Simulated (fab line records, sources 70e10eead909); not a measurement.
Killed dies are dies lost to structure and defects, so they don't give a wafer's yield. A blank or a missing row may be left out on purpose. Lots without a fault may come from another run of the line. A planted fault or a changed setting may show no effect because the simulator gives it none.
One fault seen from 2 desks | flow nand_harc | each desk has only its own numbers; what lay behind them comes last

THE TOOL OWNER'S DESK: rie_diel-08
The tool's own readings at NHARC_THIN_TSV_ETCH_44 (etches the open film in CF4/O2, target depth 1594.2 nm, time 797.1 s): means of the sampled wafers that have a number, for each lot that ran on this tool. A lot is out of limits, marked OUT, if its mean lies more than 4 standard deviations from the usual mean; the brackets give that distance.
Columns: A = drypump_motor_current_A at NHARC_THIN_TSV_ETCH_44, usual 5.8 A; B = oes_product_au at NHARC_THIN_TSV_ETCH_44, usual 0.998 a.u.; C = rf_fwd_power_W at NHARC_THIN_TSV_ETCH_44, usual 300.0 W; D = rf_vpp_V at NHARC_THIN_TSV_ETCH_44, usual 794 V; E = showerhead_plenum_p_Torr at NHARC_THIN_TSV_ETCH_44, usual 1.82 Torr; F = throttle_valve_pct at NHARC_THIN_TSV_ETCH_44, usual 16.915 %
lot  | first seen here | A   | B                | C               | D   | E    | F
L568 | day 20 22:18    | 5.6 | 0.986            | 299.9           | 792 | 1.79 | 16.911
L578 | day 22 12:53    | 5.7 | 0.907 (-6.5) OUT | 259.6 (-44) OUT | 794 | 1.81 | 16.917
L579 | day 23 07:35    | 5.9 | 0.906 (-6.5) OUT | 259.4 (-45) OUT | 791 | 1.78 | 16.913
This desk's finding: out of limits on L578, L579; first on L578, day 22 12:53 (oes_product_au at NHARC_THIN_TSV_ETCH_44). In limits: L568.

THE METROLOGY DESK
What the gauges read, lot by lot, whatever tool the lot ran on: means of the sampled wafers that have a number. A lot is out of limits, marked OUT, if its mean lies more than 4 standard deviations from the usual mean; the brackets give that distance.
Columns: A = cd_nm at NHARC_THIN_TSV_CD_MEAS_12, usual 1000.8 nm; B = cd_nm at NHARC_THIN_TSV_CD_MEAS_16, usual 1000.7 nm
lot  | first seen here | A      | B
L563 | day 19 00:24    | 1000.5 | 1000.0
L568 | day 20 22:03    | 1000.6 | 999.6
L573 | day 22 11:14    | 1000.9 | 1000.7
L578 | day 22 12:35    | 1001.2 | 1002.9
L579 | day 23 07:20    | 1001.7 | 1004.2
L584 | day 24 08:12    | 1001.8 | 1001.4
This desk's finding: nothing out of limits on any of the 6 lots.

PUT TOGETHER
The tool owner's desk could have raised an alarm at day 22 12:53, on L578, L579.
The metrology desk saw nothing out of limits.
The metrology desk has L578, L579 on record, within its limits.
Of the lots named, all ran NHARC_THIN_TSV_ETCH_44 on rie_diel-08.

WHAT THE SIMULATOR HAD PUT IN
Process parameter drift: rie_diel-08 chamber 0, from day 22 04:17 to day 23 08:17, at NHARC_THIN_TSV_ETCH_44. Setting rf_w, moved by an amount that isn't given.
Lots struck among those shown: L578, L579.
Hours from the fault's start to each desk's first reading out of limits: the tool owner's desk, 9.
